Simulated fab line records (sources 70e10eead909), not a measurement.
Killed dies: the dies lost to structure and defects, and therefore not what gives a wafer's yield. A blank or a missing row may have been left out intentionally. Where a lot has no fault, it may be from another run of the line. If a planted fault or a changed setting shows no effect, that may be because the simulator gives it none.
Tool commonality check / flow nand_harc / Sample size 12 lots and 36 wafers

== WHY IT WAS OPENED ==
On 2 of the 12 lots, a flag is raised at NHARC_A_CONTACT_INSPECT_71 on the reading raw_defect_count. Wafers without a fault read 28, standard deviation 13.
Rule: a lot is flagged when every wafer of it that has a number lies more than 4 standard deviations from that mean, or none has a number. The rest of the lots are taken to be sound.

lot=L699; measured=day 16 14:52; on=defect_inspect-02; raw_defect_count, wafer by wafer=22 23 21; flag=
lot=L700; measured=day 17 02:06; on=defect_inspect-01; raw_defect_count, wafer by wafer=22 20 18; flag=
lot=L701; measured=day 17 07:34; on=defect_inspect-02; raw_defect_count, wafer by wafer=509 511 540; flag=FLAGGED
lot=L705; measured=day 17 08:12; on=defect_inspect-01; raw_defect_count, wafer by wafer=23 30 32; flag=
lot=L704; measured=day 17 12:17; on=defect_inspect-02; raw_defect_count, wafer by wafer=470 479 466; flag=FLAGGED
lot=L712; measured=day 19 15:20; on=defect_inspect-01; raw_defect_count, wafer by wafer=23 29 37; flag=
lot=L714; measured=day 20 14:08; on=defect_inspect-02; raw_defect_count, wafer by wafer=30 31 21; flag=
lot=L715; measured=day 20 19:43; on=defect_inspect-02; raw_defect_count, wafer by wafer=70 68 41; flag=
lot=L720; measured=day 21 03:23; on=defect_inspect-02; raw_defect_count, wafer by wafer=19 14 23; flag=
lot=L716; measured=day 21 09:09; on=defect_inspect-01; raw_defect_count, wafer by wafer=53 52 48; flag=
lot=L719; measured=day 21 11:51; on=defect_inspect-02; raw_defect_count, wafer by wafer=46 29 48; flag=
lot=L722; measured=day 22 11:50; on=defect_inspect-01; raw_defect_count, wafer by wafer=23 24 22; flag=
The numbers of the flagged lots are 496 on average: +468 against the usual, or +36 standard deviations.

== WHICH TOOL EACH LOT WENT THROUGH ==
The record holds 2 process steps before the reading, out of a route of 1159 steps. In each cell: the tool, then ch and the chambers that the sampled wafers went through, then the start.
lot=L699; flag=; NHARC_A_CONTACT_STRIP_55=rie_diel-07 ch 0,2, day 16 12:22 or earlier; NHARC_A_CONTACT_DEP_57=acl_dep-01 ch 0, day 16 12:22
lot=L700; flag=; NHARC_A_CONTACT_STRIP_55=rie_diel-07 ch 0,2,3, day 16 23:59 or earlier; NHARC_A_CONTACT_DEP_57=acl_dep-01 ch 0, day 16 23:59
lot=L701; flag=FLAGGED; NHARC_A_CONTACT_STRIP_55=rie_diel-07 ch 0,1,3, day 17 04:56 or earlier; NHARC_A_CONTACT_DEP_57=acl_dep-01 ch 0, day 17 04:56
lot=L705; flag=; NHARC_A_CONTACT_STRIP_55=rie_diel-05 ch 0,1,2, day 17 05:34 or earlier; NHARC_A_CONTACT_DEP_57=acl_dep-03 ch 0, day 17 05:34
lot=L704; flag=FLAGGED; NHARC_A_CONTACT_STRIP_55=rie_diel-05 ch 1,2, day 17 09:43 or earlier; NHARC_A_CONTACT_DEP_57=acl_dep-01 ch 0, day 17 09:43
lot=L712; flag=; NHARC_A_CONTACT_STRIP_55=rie_diel-07 ch 1,2, day 19 13:25 or earlier; NHARC_A_CONTACT_DEP_57=acl_dep-03 ch 0, day 19 13:25
lot=L714; flag=; NHARC_A_CONTACT_STRIP_55=rie_diel-07 ch 1,2, day 20 12:07 or earlier; NHARC_A_CONTACT_DEP_57=acl_dep-02 ch 0, day 20 12:07
lot=L715; flag=; NHARC_A_CONTACT_STRIP_55=rie_diel-07 ch 0,1, day 20 17:23 or earlier; NHARC_A_CONTACT_DEP_57=acl_dep-02 ch 0, day 20 17:23
lot=L720; flag=; NHARC_A_CONTACT_STRIP_55=rie_diel-05 ch 1,2, day 21 01:06 or earlier; NHARC_A_CONTACT_DEP_57=acl_dep-03 ch 0, day 21 01:06
lot=L716; flag=; NHARC_A_CONTACT_STRIP_55=rie_diel-11 ch 1,2,3, day 21 07:07 or earlier; NHARC_A_CONTACT_DEP_57=acl_dep-03 ch 0, day 21 07:07
lot=L719; flag=; NHARC_A_CONTACT_STRIP_55=rie_diel-07 ch 0,2,3, day 21 09:21 or earlier; NHARC_A_CONTACT_DEP_57=acl_dep-01 ch 0, day 21 09:21
lot=L722; flag=; NHARC_A_CONTACT_STRIP_55=rie_diel-05 ch 0,3, day 22 09:14 or earlier; NHARC_A_CONTACT_DEP_57=acl_dep-03 ch 0, day 22 09:14
What the steps here do:
- NHARC_A_CONTACT_STRIP_55: strips in O2.
- NHARC_A_CONTACT_DEP_57: deposits aC, target thk 2800 nm.
- NHARC_A_CONTACT_INSPECT_71

== FLAGGED AGAINST TOTAL, ONE TOOL AT A TIME (gauges that did the reading follow at the end) ==
step=NHARC_A_CONTACT_STRIP_55; tool=rie_diel-05; lots run=4; flagged=1; share of the flagged lots=some; sound lots run after its first flagged lot=2 (L720,L722)
step=NHARC_A_CONTACT_STRIP_55; tool=rie_diel-07; lots run=7; flagged=1; share of the flagged lots=some; sound lots run after its first flagged lot=4 (L712,L714,L715,L719)
step=NHARC_A_CONTACT_STRIP_55; tool=rie_diel-11; lots run=1; flagged=0; share of the flagged lots=none; sound lots run after its first flagged lot=-
step=NHARC_A_CONTACT_DEP_57; tool=acl_dep-01; lots run=5; flagged=2; share of the flagged lots=all; sound lots run after its first flagged lot=1 (L719)
step=NHARC_A_CONTACT_DEP_57; tool=acl_dep-02; lots run=2; flagged=0; share of the flagged lots=none; sound lots run after its first flagged lot=-
step=NHARC_A_CONTACT_DEP_57; tool=acl_dep-03; lots run=5; flagged=0; share of the flagged lots=none; sound lots run after its first flagged lot=-
step=NHARC_A_CONTACT_INSPECT_71; tool=defect_inspect-01; lots run=5; flagged=0; share of the flagged lots=none; sound lots run after its first flagged lot=-
step=NHARC_A_CONTACT_INSPECT_71; tool=defect_inspect-02; lots run=7; flagged=2; share of the flagged lots=all; sound lots run after its first flagged lot=4 (L714,L715,L720,L719)
With no start given for some of its lots, NHARC_A_CONTACT_STRIP_55 uses the hours and lot order of NHARC_A_CONTACT_DEP_57.

== THE TABLE: WHAT IT ALLOWS ==
acl_dep-01 at NHARC_A_CONTACT_DEP_57 and defect_inspect-02 at NHARC_A_CONTACT_INSPECT_71 are the 2 rows of the table that ran each flagged lot.
- acl_dep-01 at NHARC_A_CONTACT_DEP_57 ran 5 lots, 2 of them flagged. Sound lots followed the first flagged one (L719) on it, something a lasting fault affecting the whole tool could not allow.
- defect_inspect-02 at NHARC_A_CONTACT_INSPECT_71 ran 7 lots, 2 of them flagged. Sound lots followed the first flagged one (L714, L715, L720, L719) on it, something a lasting fault affecting the whole tool could not allow.
There is no row in the table that ran each flagged lot and no sound lot after the first.

== WHAT THE SIMULATOR PUT IN ==
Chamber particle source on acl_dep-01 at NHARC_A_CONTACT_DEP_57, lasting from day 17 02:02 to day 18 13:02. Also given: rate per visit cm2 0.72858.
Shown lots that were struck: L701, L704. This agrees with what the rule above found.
